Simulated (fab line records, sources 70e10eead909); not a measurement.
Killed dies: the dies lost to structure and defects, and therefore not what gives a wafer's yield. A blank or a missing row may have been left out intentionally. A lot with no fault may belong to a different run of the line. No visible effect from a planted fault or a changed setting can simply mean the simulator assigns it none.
What tool caused it? | flow nand harc | 36 wafers from 12 lots sampled at 5 of the route's 1302 steps

== WHAT EACH GAUGE READ, for each wafer ==
NHARC_P_M1_THK_MEAS_24: measures by xrf. Usual: thk nm reads 157.6 nm (standard deviation 1.4).
lot  | measured     | on            | thk nm (nm)       | flag
L680 | day 6 08:01  | film metro-01 | 158.4 157.9 160.3 |
L681 | day 6 23:08  | film metro-02 | 155.3 158.2 157.4 |
L686 | day 8 23:45  | film metro-02 | 158.0 156.1 156.4 |
L687 | day 9 11:56  | film metro-01 | 156.8 158.2 158.9 |
L688 | day 10 00:44 | film metro-01 | 157.4 157.8 155.3 |
L689 | day 10 08:01 | film metro-01 | 159.1 155.9 158.3 |
L693 | day 11 18:20 | film metro-01 | 156.4 152.3 158.1 |
L695 | day 12 21:14 | film metro-02 | 157.5 161.0 158.8 |
L698 | day 13 22:46 | film metro-02 | 158.4 157.0 158.9 |
L700 | day 14 13:08 | film metro-02 | 158.0 159.1 156.4 |
L701 | day 14 23:35 | film metro-01 | 157.9 157.6 157.7 |
L702 | day 15 08:31 | film metro-01 | 158.3 159.7 159.1 |

NHARC_END_SORT_01. Usual: defect limited yield is 91.1 % with standard deviation 2.9, killed at array is 55 with standard deviation 19, killed at other is 0.8 with standard deviation 1.1, killed at periphery is 4.0 with standard deviation 2.6, killed dies is 60 with standard deviation 20, killed open is 3.4 with standard deviation 1.7, and killed short is 2.6 with standard deviation 1.5.
lot  | measured     | on        | defect limited yield (%) | killed at array | killed at other | killed at periphery | killed dies | killed open | killed short | flag
L680 | day 24 19:12 | prober-01 | 95.3 94.1 96.5           | 30 34 18        | 0 0 0           | 2 6 6               | 32 40 24    | 4 5 1       | 4 6 2        |
L681 | day 25 14:29 | prober-02 | 92.9 93.1 93.5           | 46 41 39        | 0 1 0           | 2 5 5               | 48 47 44    | 4 2 5       | 2 1 4        |
L686 | day 26 23:09 | prober-01 | 92.3 93.8 92.3           | 49 38 46        | 0 3 0           | 3 1 6               | 52 42 52    | 6 4 5       | 4 0 4        |
L687 | day 27 21:37 | prober-02 | 87.0 87.9 86.4           | 88 80 82        | 0 0 0           | 0 2 10              | 88 82 92    | 2 3 5       | 2 2 2        |
L688 | day 28 05:41 | prober-01 | 94.5 95.0 96.0           | 32 30 22        | 1 1 0           | 4 3 5               | 37 34 27    | 3 6 3       | 1 2 4        |
L689 | day 28 10:59 | prober-02 | 88.5 85.4 87.6           | 74 93 76        | 2 3 2           | 2 3 6               | 78 99 84    | 1 1 4       | 1 3 6        |
L693 | day 29 12:03 | prober-01 | 91.3 91.0 90.5           | 55 60 60        | 0 1 0           | 4 0 4               | 59 61 64    | 5 3 2       | 3 2 2        |
L695 | day 30 14:07 | prober-01 | 92.5 92.9 94.2           | 44 47 37        | 0 0 0           | 7 1 2               | 51 48 39    | 2 2 2       | 3 1 3        |
L698 | day 31 19:32 | prober-01 | 93.6 94.1 92.2           | 40 35 51        | 0 1 0           | 3 4 2               | 43 40 53    | 1 3 2       | 1 3 2        |
L700 | day 32 18:13 | prober-01 | 95.7 95.3 93.1           | 27 27 44        | 0 0 0           | 2 5 3               | 29 32 47    | 1 3 6       | 0 2 4        |
L701 | day 33 06:01 | prober-01 | 91.6 93.2 90.3           | 52 36 56        | 2 2 2           | 3 8 8               | 57 46 66    | 3 2 3       | 2 2 5        |
L702 | day 33 05:57 | prober-02 | 89.8 88.6 90.3           | 66 77 63        | 0 0 0           | 3 0 3               | 69 77 66    | 1 7 2       | 1 4 3        |

== WHICH TOOL RAN EACH LOT (tool, then ch and the chambers of the sampled wafers, then the start) ==
lot  | NHARC_P_M1_PVD_21                       | NHARC_P_M2_EXPOSE_06               | NHARC_P_M2_DESCUM_14
L680 | pvd sputter-01, day 6 08:01 or earlier  | arfi scanner-03 ch 0, day 6 09:25  | rie diel-07 ch 0,1, day 6 09:45
L681 | pvd sputter-01, day 6 23:08 or earlier  | arfi scanner-03 ch 0, day 7 00:26  | rie diel-10 ch 1,2,3, day 7 00:46
L686 | pvd sputter-02, day 8 23:45 or earlier  | arfi scanner-03 ch 0, day 9 01:09  | rie diel-05 ch 1,2,3, day 9 01:29
L687 | pvd sputter-01, day 9 11:56 or earlier  | arfi scanner-03 ch 0, day 9 13:15  | rie diel-07 ch 0,1,3, day 9 13:35
L688 | pvd sputter-01, day 10 00:44 or earlier | arfi scanner-03 ch 0, day 10 02:02 | rie diel-05 ch 1,2, day 10 02:21
L689 | pvd sputter-01, day 10 08:01 or earlier | arfi scanner-03 ch 0, day 10 09:18 | rie diel-10 ch 0,2,3, day 10 09:37
L693 | pvd sputter-03, day 11 18:20 or earlier | arfi scanner-01 ch 0, day 11 19:38 | rie diel-10 ch 0,1,2, day 11 19:58
L695 | pvd sputter-03, day 12 21:14 or earlier | arfi scanner-02 ch 0, day 12 22:37 | rie diel-05 ch 0,1,2, day 12 22:58
L698 | pvd sputter-01, day 13 22:46 or earlier | arfi scanner-01 ch 0, day 14 00:11 | rie diel-05 ch 1,2, day 14 00:31
L700 | pvd sputter-03, day 14 13:08 or earlier | arfi scanner-02 ch 0, day 14 14:33 | rie diel-05 ch 2,3, day 14 14:53
L701 | pvd sputter-03, day 14 23:35 or earlier | arfi scanner-02 ch 0, day 15 00:53 | rie diel-10 ch 0,1,3, day 15 01:14
L702 | pvd sputter-01, day 15 08:31 or earlier | arfi scanner-02 ch 0, day 15 09:48 | rie diel-10 ch 1,2,3, day 15 10:07
- NHARC_P_M1_PVD_21: deposits Cu, target thk 30 nm, time 20.49 s.
- NHARC_P_M2_EXPOSE_06: exposes mask P M2, target cd 170 nm.
- NHARC_P_M2_DESCUM_14: chemistry O2, time 3 s.

== WHAT THE TOOLS THEMSELVES READ (means of the sampled wafers that have a number; where no wafer has one, the mark that the record gives instead) ==
NHARC_P_M1_PVD_21. Usual: chamber pressure pa 4.999 Pa, standard deviation 0.0098; substrate temp c 29.99 C, standard deviation 0.11; throttle valve pct 30.3 %, standard deviation 1.1.
lot  | tool           | chamber pressure pa (Pa) | substrate temp c (C) | throttle valve pct (%) | flag
L680 | pvd sputter-01 | 5.002                    | 29.95                | 30.8                   |
L681 | pvd sputter-01 | 5.000                    | 29.98                | 30.2                   |
L686 | pvd sputter-02 | 4.999                    | 30.06                | 29.8                   |
L687 | pvd sputter-01 | 4.998                    | 29.82                | 31.1                   |
L688 | pvd sputter-01 | 5.015                    | 30.07                | 31.2                   |
L689 | pvd sputter-01 | 5.009                    | 30.12                | 31.1                   |
L693 | pvd sputter-03 | 4.991                    | 30.03                | 29.9                   |
L695 | pvd sputter-03 | 5.001                    | 30.05                | 30.0                   |
L698 | pvd sputter-01 | 4.999                    | 30.02                | 31.1                   |
L700 | pvd sputter-03 | 5.002                    | 30.07                | 29.1                   |
L701 | pvd sputter-03 | 4.996                    | 29.99                | 29.9                   |
L702 | pvd sputter-01 | 5.007                    | 29.86                | 30.7                   |

NHARC_P_M2_EXPOSE_06. Usual: exposure dose mJ cm2 80.68, standard deviation 0.098; reticle temp C 23.00 C, standard deviation 0.097.
lot  | tool            | exposure dose mJ cm2 | reticle temp C (C) | flag
L680 | arfi scanner-03 | 80.73                | 22.99              |
L681 | arfi scanner-03 | 80.59                | 22.93              |
L686 | arfi scanner-03 | 84.93                | 22.97              | OFF
L687 | arfi scanner-03 | 83.99                | 22.95              | OFF
L688 | arfi scanner-03 | 83.38                | 23.13              | OFF
L689 | arfi scanner-03 | 82.75                | 22.99              | OFF
L693 | arfi scanner-01 | 80.79                | 23.07              |
L695 | arfi scanner-02 | 80.80                | 22.93              |
L698 | arfi scanner-01 | 80.76                | 23.10              |
L700 | arfi scanner-02 | 80.70                | 23.15              |
L701 | arfi scanner-02 | 80.75                | 22.95              |
L702 | arfi scanner-02 | 80.86                | 23.06              |

NHARC_P_M2_DESCUM_14. Usual: drypump motor current A 5.6 A, standard deviation 0.55; oes product au 0.996 a.u., standard deviation 0.011; rf vpp V 57.7 V, standard deviation 0.77; showerhead plenum p Torr 1.92 Torr, standard deviation 0.054; throttle valve pct 11.311 %, standard deviation 0.009.
lot  | tool        | drypump motor current A (A) | oes product au (a.u.) | rf vpp V (V) | showerhead plenum p Torr (Torr) | throttle valve pct (%) | flag
L680 | rie diel-07 | 5.6                         | 0.994                 | 58.0         | 1.89                            | 11.311                 |
L681 | rie diel-10 | 5.6                         | 0.992                 | 58.2         | 1.95                            | 11.318                 |
L686 | rie diel-05 | 5.5                         | 0.992                 | 57.7         | 1.90                            | 11.309                 |
L687 | rie diel-07 | 6.1                         | 1.006                 | 57.3         | 1.89                            | 11.309                 |
L688 | rie diel-05 | 5.3                         | 0.996                 | 57.3         | 1.90                            | 11.306                 |
L689 | rie diel-10 | 5.3                         | 0.990                 | 57.9         | 1.93                            | 11.306                 |
L693 | rie diel-10 | 5.8                         | 0.986                 | 57.8         | 1.92                            | 11.314                 |
L695 | rie diel-05 | 5.4                         | 0.995                 | 57.5         | 1.90                            | 11.312                 |
L698 | rie diel-05 | 5.5                         | 1.007                 | 57.6         | 1.86                            | 11.313                 |
L700 | rie diel-05 | 5.6                         | 0.999                 | 57.3         | 1.93                            | 11.314                 |
L701 | rie diel-10 | 5.5                         | 0.982                 | 57.5         | 1.94                            | 11.309                 |
L702 | rie diel-10 | 5.6                         | 0.990                 | 57.5         | 1.95                            | 11.316                 |

== THE ANSWER, worked out from the rows above alone ==
Rule: a lot counts as off when the mean over its wafers that have a number is more than 3 standard deviations away from the usual mean. A lot without any number at a reading at which 4 lots or more have one is off too. Where the step has rows for the other lots, those lots are counted as sound. Order of review: gauges by route order, followed by the tools' own readings, for which a lot's mean as printed above is used. The first step at which some lot is off is used, and at that step the reading that is off furthest; a lot without a number counts as furthest.
Off, at NHARC_P_M2_EXPOSE_06 on exposure dose mJ cm2: L686, L687, L688, L689.
A tool fits if, at that step or a process step before it, it ran every lot that is off, and no sound lot after the first of them. Because NHARC_P_M1_PVD_21 lacks a start for some lots, the hours and order of its lots are taken from NHARC_P_M1_THK_MEAS_24. One fits: arfi scanner-03 at NHARC_P_M2_EXPOSE_06. A fault onset in the window from L681 (day 7 00:26, its last sound lot) to L686 (day 9 01:09, its first lot off) fits.
The tool's own readings at NHARC_P_M2_EXPOSE_06 bear it out: on the lots that are off they differ by more than 5 times the standard deviation of the sound lots' means. exposure dose mJ cm2 reads 83.76 there against 80.75 on the sound lots.

== WHAT WAS PUT IN BY THE SIMULATOR ==
Drift in process parameters on arfi scanner-03 at NHARC_P_M2_EXPOSE_06, starting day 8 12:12. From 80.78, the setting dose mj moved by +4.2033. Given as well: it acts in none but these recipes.
Shown lots that were struck: L686, L687, L688, L689. The same result came from the rule above.
